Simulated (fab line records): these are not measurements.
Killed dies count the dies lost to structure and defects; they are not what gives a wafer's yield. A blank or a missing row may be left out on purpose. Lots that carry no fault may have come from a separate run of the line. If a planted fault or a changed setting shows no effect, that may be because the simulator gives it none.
Split-lot trial :: flow n5_finfet :: 39 wafers read from 7 lots, route of 1938 steps

== ON THE SPLIT ==
At N5_HKMG_FIN_HK_ALD_01 (deposits HfO2, target thk 1.6 nm, pulse time 3 s, purge time 3 s), the setting ald_cycles was moved away from the recipe's 30 on 15 of the 39 wafers read, by -60.0% to +56.7%. The other wafers ran this setting at the recipe's value.

== FROM THE SPLIT TO THE READING: what the file shows between them, 4 steps ==
- N5_HKMG_FIN_HK_ANNEAL_02: time 30 s
- N5_HKMG_FIN_ALD_74: deposits La2O3, target thk 0.5 nm, pulse time 6 s, co reactant pulse time 1 s
- N5_HKMG_FIN_WET_ETCH_82: etches La2O3 in dHCl, stops on HfO2, target depth 2 nm, rinse time 30 s
- N5_HKMG_FIN_ALD_36: deposits TiN, target thk 1 nm, pulse time 1 s, purge time 3 s

== THE READING ==
HK_THK, in nm, at N5_HKMG_FIN_THK_MEAS_70 (measures by xrf). Typical for fault-free wafers on this fab line: 1.606 nm, with standard deviation 0.02 nm.

wafer: L074.1
tool, chamber at the split: ald_hk-03, 0,3,1
ald_cycles as run: 30
against the recipe: recipe
HK_THK, nm: 1.624
against lot-mates on the recipe: -

wafer: L074.2
tool, chamber at the split: ald_hk-03, 0,3,1
ald_cycles as run: 30
against the recipe: recipe
HK_THK, nm: 1.605
against lot-mates on the recipe: -

wafer: L074.3
tool, chamber at the split: ald_hk-03, 0,3,1
ald_cycles as run: 30
against the recipe: recipe
HK_THK, nm: 1.600
against lot-mates on the recipe: -

wafer: L074.4
tool, chamber at the split: ald_hk-03, 2,3,2
ald_cycles as run: 16
against the recipe: -46.7%
HK_THK, nm: 0.846
against lot-mates on the recipe: -0.764

wafer: L074.5
tool, chamber at the split: ald_hk-03, 2,3,2
ald_cycles as run: 16
against the recipe: -46.7%
HK_THK, nm: 0.837
against lot-mates on the recipe: -0.773

wafer: L074.6
tool, chamber at the split: ald_hk-03, 2,3,2
ald_cycles as run: 16
against the recipe: -46.7%
HK_THK, nm: 0.837
against lot-mates on the recipe: -0.773

wafer: L076.1
tool, chamber at the split: ald_hk-03, 2,3,1,0,1,0
ald_cycles as run: 30
against the recipe: recipe
HK_THK, nm: 1.607
against lot-mates on the recipe: -

wafer: L076.2
tool, chamber at the split: ald_hk-03, 2,3,1,0,1,0
ald_cycles as run: 30
against the recipe: recipe
HK_THK, nm: 1.596
against lot-mates on the recipe: -

wafer: L076.3
tool, chamber at the split: ald_hk-03, 2,3,1,0,1,0
ald_cycles as run: 30
against the recipe: recipe
HK_THK, nm: 1.602
against lot-mates on the recipe: -

wafer: L076.4
tool, chamber at the split: ald_hk-03, 2,3,1,0,1,0
ald_cycles as run: 30
against the recipe: recipe
HK_THK, nm: 1.603
against lot-mates on the recipe: -

wafer: L076.5
tool, chamber at the split: ald_hk-03, 2,3,1,0,1,0
ald_cycles as run: 30
against the recipe: recipe
HK_THK, nm: 1.584
against lot-mates on the recipe: -

wafer: L076.6
tool, chamber at the split: ald_hk-03, 2,3,1,0,1,0
ald_cycles as run: 30
against the recipe: recipe
HK_THK, nm: 1.626
against lot-mates on the recipe: -

wafer: L077.1
tool, chamber at the split: ald_hk-02, 2,3,0
ald_cycles as run: 30
against the recipe: recipe
HK_THK, nm: 1.651
against lot-mates on the recipe: -

wafer: L077.2
tool, chamber at the split: ald_hk-02, 1
ald_cycles as run: 47
against the recipe: +56.7%
HK_THK, nm: 2.519
against lot-mates on the recipe: +0.893

wafer: L077.3
tool, chamber at the split: ald_hk-02, 2,3,0
ald_cycles as run: 30
against the recipe: recipe
HK_THK, nm: 1.585
against lot-mates on the recipe: -

wafer: L077.4
tool, chamber at the split: ald_hk-02, 2,3,0
ald_cycles as run: 30
against the recipe: recipe
HK_THK, nm: 1.643
against lot-mates on the recipe: -

wafer: L077.5
tool, chamber at the split: ald_hk-02, 2,1
ald_cycles as run: 47
against the recipe: +56.7%
HK_THK, nm: 2.537
against lot-mates on the recipe: +0.911

wafer: L077.6
tool, chamber at the split: ald_hk-02, 2,1
ald_cycles as run: 47
against the recipe: +56.7%
HK_THK, nm: 2.458
against lot-mates on the recipe: +0.832

wafer: L078.1
tool, chamber at the split: ald_hk-03, 1,0
ald_cycles as run: 13
against the recipe: -56.7%
HK_THK, nm: 0.712
against lot-mates on the recipe: -0.919

wafer: L078.2
tool, chamber at the split: ald_hk-03, 2
ald_cycles as run: 13
against the recipe: -56.7%
HK_THK, nm: 0.717
against lot-mates on the recipe: -0.914

wafer: L078.3
tool, chamber at the split: ald_hk-03, 1,0
ald_cycles as run: 13
against the recipe: -56.7%
HK_THK, nm: 0.689
against lot-mates on the recipe: -0.942

wafer: L078.4
tool, chamber at the split: ald_hk-03, 3,1,2
ald_cycles as run: 30
against the recipe: recipe
HK_THK, nm: 1.656
against lot-mates on the recipe: -

wafer: L078.5
tool, chamber at the split: ald_hk-03, 3,1,2
ald_cycles as run: 30
against the recipe: recipe
HK_THK, nm: 1.618
against lot-mates on the recipe: -

wafer: L078.6
tool, chamber at the split: ald_hk-03, 3,1,2
ald_cycles as run: 30
against the recipe: recipe
HK_THK, nm: 1.619
against lot-mates on the recipe: -

wafer: L086.1
tool, chamber at the split: ald_hk-01, 3,0,2
ald_cycles as run: 30
against the recipe: recipe
HK_THK, nm: 1.609
against lot-mates on the recipe: -

wafer: L086.4
tool, chamber at the split: ald_hk-01, 3,0,2
ald_cycles as run: 30
against the recipe: recipe
HK_THK, nm: 1.591
against lot-mates on the recipe: -

wafer: L086.6
tool, chamber at the split: ald_hk-01, 3,0,2
ald_cycles as run: 30
against the recipe: recipe
HK_THK, nm: 1.605
against lot-mates on the recipe: -

wafer: L092.1
tool, chamber at the split: ald_hk-01, 1,3,0
ald_cycles as run: 30
against the recipe: recipe
HK_THK, nm: 1.620
against lot-mates on the recipe: -

wafer: L092.2
tool, chamber at the split: ald_hk-01, 1,3,0
ald_cycles as run: 30
against the recipe: recipe
HK_THK, nm: 1.639
against lot-mates on the recipe: -

wafer: L092.3
tool, chamber at the split: ald_hk-01, 1,3,0
ald_cycles as run: 30
against the recipe: recipe
HK_THK, nm: 1.576
against lot-mates on the recipe: -

wafer: L092.4
tool, chamber at the split: ald_hk-01, 2,2,3
ald_cycles as run: 12
against the recipe: -60.0%
HK_THK, nm: 0.643
against lot-mates on the recipe: -0.969

wafer: L092.5
tool, chamber at the split: ald_hk-01, 2,2,3
ald_cycles as run: 12
against the recipe: -60.0%
HK_THK, nm: 0.636
against lot-mates on the recipe: -0.976

wafer: L092.6
tool, chamber at the split: ald_hk-01, 2,2,3
ald_cycles as run: 12
against the recipe: -60.0%
HK_THK, nm: 0.596
against lot-mates on the recipe: -1.016

wafer: L097.1
tool, chamber at the split: ald_hk-02, 0,1,0
ald_cycles as run: 19
against the recipe: -36.7%
HK_THK, nm: 1.048
against lot-mates on the recipe: -0.567

wafer: L097.2
tool, chamber at the split: ald_hk-02, 0,1,0
ald_cycles as run: 19
against the recipe: -36.7%
HK_THK, nm: 1.010
against lot-mates on the recipe: -0.605

wafer: L097.3
tool, chamber at the split: ald_hk-02, 3,2,3
ald_cycles as run: 30
against the recipe: recipe
HK_THK, nm: 1.610
against lot-mates on the recipe: -

wafer: L097.4
tool, chamber at the split: ald_hk-02, 3,2,3
ald_cycles as run: 30
against the recipe: recipe
HK_THK, nm: 1.633
against lot-mates on the recipe: -

wafer: L097.5
tool, chamber at the split: ald_hk-02, 0,1,0
ald_cycles as run: 19
against the recipe: -36.7%
HK_THK, nm: 1.035
against lot-mates on the recipe: -0.580

wafer: L097.6
tool, chamber at the split: ald_hk-02, 3,2,3
ald_cycles as run: 30
against the recipe: recipe
HK_THK, nm: 1.601
against lot-mates on the recipe: -
If several chambers appear in one row, that row covers several wafers at once and the file leaves open which wafer was in which chamber.

THE FIT
A straight line over all 39 wafers: HK_THK changes by +0.0161 nm for each +1% of ald_cycles; r = +1.00; the points scatter about the line by 0.023 nm.
The same after taking each lot's own level away (the mean of its wafers on the recipe; 39 wafers): +0.0161 nm for each +1%; r = +1.00; scatter 0.022 nm.
That fit puts the effect of the largest move of ald_cycles on the reading at 0.96 nm.
The span of the lots' own levels, 1.6017 to 1.6310 nm, comes to 1.5 times the standard deviation stated above.
The two slopes are in agreement: the lot-to-lot level therefore moves the slope only a little.
Check: -0.971 nm against its lot-mates is what the line predicts for one of the wafers moved furthest among these (-60.0%) when that wafer is left out of the fit. It came out at -0.969 nm against them.

== THESE WAFERS: OTHER SPLITS ==
Before the reading, these wafers also passed through other splits. Each is held against what the fit with the lots' levels taken away leaves over:
other split on the same wafers: N5_FIN_SAQP_ETCH_65 time_s
wafers away from the commonest value: 18
r with HK_THK (lot level and that fit taken away): +0.04

other split on the same wafers: N5_STI_FIN_REVEAL_ETCHBACK_08 target_depth_a
wafers away from the commonest value: 12
r with HK_THK (lot level and that fit taken away): +0.11

== THE WHOLE CHAIN: every reading that the file lists as answering this split, in the file's order ==
step: N5_HKMG_FIN_HK_ALD_01
what it does: deposits HfO2, target thk 1.6 nm, pulse time 3 s, purge time 3 s
reading: HfO2_of_HKMG_FIN_HK_ALD_01.thk_nm (the simulator's own value, which no gauge read)
change (the file's fit): +0.0166 nm for each +1% of the setting
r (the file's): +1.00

step: N5_HKMG_FIN_THK_MEAS_70
what it does: measures by xrf
reading: HK_THK
change (the file's fit): +0.0161 for each +1% of the setting
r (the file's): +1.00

== FILE'S OWN FIT ==
HK_THK changes by +0.0161 nm for each +1% of ald_cycles, r = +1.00.
